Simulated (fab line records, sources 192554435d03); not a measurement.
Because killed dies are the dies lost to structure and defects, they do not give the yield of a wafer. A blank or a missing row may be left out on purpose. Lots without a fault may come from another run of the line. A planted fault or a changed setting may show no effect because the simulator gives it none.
The same fault as seen by 2 desks ; flow n5-finfet ; numbers are kept per desk, each desk with only its own; the story behind them comes last

## THE METROLOGY DESK
What the gauges read, lot by lot, whatever tool the lot ran on: means of the sampled wafers that have a number. A lot is out of limits, marked OUT, if its mean lies more than 4 standard deviations from the usual mean; the brackets give that distance.
Columns: A = cd-nm at N5_PASSIVATION_CD_MEAS_44, usual 39999 nm
lot;first seen here;A
L982;day 13 01:38;40003
L984;day 13 11:22;39997
L985;day 14 00:51;39998
L989;day 15 05:26;39997
L993;day 15 15:41;40003
L994;day 16 10:49;40002
L997;day 16 21:06;40001
L998;day 16 21:26;39992
L101;day 18 06:29;39998
L104;day 19 07:59;39997
Result from this desk: across the 10 lots, nothing is out of limits.

## DESK OF THE TOOL OWNER: litho-track-04
The tool's own readings at N5_PASSIVATION_DEVELOP_43 (develop time 60 s): means of the sampled wafers that have a number, for each lot that ran on this tool. A lot is out of limits, marked OUT, if its mean lies more than 4 standard deviations from the usual mean; the brackets give that distance.
Columns: A = developer-temp-C at N5_PASSIVATION_DEVELOP_43, usual 21.00 C; B = exhaust-pa at N5_PASSIVATION_DEVELOP_43, usual 45.0 Pa
lot;first seen here;A;B
L982;day 13 01:31;21.07;44.4
L993;day 15 15:34;20.97;45.4
L998;day 16 21:19;20.93;43.9
L101;day 18 06:22;21.07;44.3
Result from this desk: across the 4 lots, nothing is out of limits.

## BROUGHT TOGETHER
The metrology desk saw nothing out of limits.
The desk of the tool owner found nothing out of limits.

## WHAT THE SIMULATOR PUT IN
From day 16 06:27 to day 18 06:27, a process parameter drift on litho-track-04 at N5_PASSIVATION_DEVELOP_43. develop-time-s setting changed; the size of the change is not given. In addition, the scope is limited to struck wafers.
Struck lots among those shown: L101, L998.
